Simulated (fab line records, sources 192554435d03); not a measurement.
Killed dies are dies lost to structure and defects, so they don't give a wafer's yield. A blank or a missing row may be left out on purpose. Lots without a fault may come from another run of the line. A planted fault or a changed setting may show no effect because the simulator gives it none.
Chamber matching | flow n5_finfet | N5_BEOL_M4_PRE_CLEAN_60 on cvd_co-01: 3 sister chambers
The step time 15 s. 6 wafers are shown with their chamber, then 7 later ones without.

WAFERS WITH THEIR CHAMBER
wafer  | chamber | heater_power_w (W)
L359.5 | 2       | 117
L359.6 | 1       | 76
L362.1 | 0       | 79
L362.5 | 2       | 118
L362.6 | 1       | 78
L365.4 | 0       | 79

WAFERS WITHOUT THEIR CHAMBER
wafer  | heater_power_w (W)
L365.5 | 119
L365.6 | 77
L366.2 | 119
L366.4 | 77
L371.1 | 120
L371.5 | 118
L371.6 | 76

WHICH CHAMBER EACH WENT THROUGH
wafer  | from the rows above | in truth
L365.5 | 2                   | 2
L365.6 | 1                   | 1
L366.2 | 2                   | 2
L366.4 | 1                   | 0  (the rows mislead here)
L371.1 | 2                   | 2
L371.5 | 2                   | 2
L371.6 | 1                   | 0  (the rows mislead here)
Placed correctly: 5 of 7. Can't be placed from these rows: 0. Placed wrongly: 2.
How it was worked out, from the rows above alone: a wafer's distance from a chamber is the root of the sum, over the readings, of the square of ((its reading less the chamber's mean) divided by the reading's scatter). The wafer belongs to the nearest chamber; if the next one is less than 2 further off, it can't be placed. A chamber's mean is the mean of its shown wafers. The scatter: the root of (the sum of the squares of (reading less its chamber's mean) over the shown wafers, divided by (wafers less chambers)).
